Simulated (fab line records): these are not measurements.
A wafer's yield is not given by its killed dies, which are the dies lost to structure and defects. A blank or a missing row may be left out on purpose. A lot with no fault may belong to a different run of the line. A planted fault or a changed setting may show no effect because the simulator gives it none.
Matching of chambers	flow n5_finfet	4 sister chambers for N5_FIN_SAQP_MANDREL_ETCH_58 on rie_si-03
The step etches a-Si in HBr/Cl2, stops on SiNx, target depth 45 nm, bt time 10 s, time 27 s. 7 wafers are shown with their chamber, then 7 later ones without.

WAFERS, EACH WITH ITS CHAMBER
wafer	chamber	drypump_motor_current_A (A)	throttle_valve_pct (%)
L075.5	3	5.8	35.84
L080.4	0	6.0	35.98
L083.5	1	6.2	35.71
L090.1	1	6.2	35.68
L090.3	0	6.0	35.99
L093.1	2	5.5	35.76
L093.4	2	5.4	35.74

WAFERS WHOSE CHAMBER IS MISSING
wafer	drypump_motor_current_A (A)	throttle_valve_pct (%)
L093.6	6.1	35.98
L095.2	5.7	35.85
L095.4	6.2	35.69
L095.5	6.1	35.98
L097.2	5.4	35.76
L097.3	5.8	35.87
L097.5	6.2	35.68

EACH ONE'S CHAMBER
wafer	from the rows above	in truth
L093.6	0	0
L095.2	3	3
L095.4	1	1
L095.5	0	0
L097.2	2	2
L097.3	3	3
L097.5	1	1
7 of 7 placed correctly. From these rows, 0 cannot be placed. 0 placed wrongly.
How it was worked out, from the rows above alone: a wafer's distance from a chamber is the root of the sum, over the readings, of the square of ((its reading less the chamber's mean) divided by the reading's scatter). If the next closest chamber is less than 2 further off than the closest, the wafer can't be placed; otherwise it belongs to the closest. For every chamber, the mean is computed from those of its wafers that are shown. The scatter: take each reading less its chamber's mean, square it, sum over the shown wafers, divide by the number of wafers less the number of chambers, and take the root.
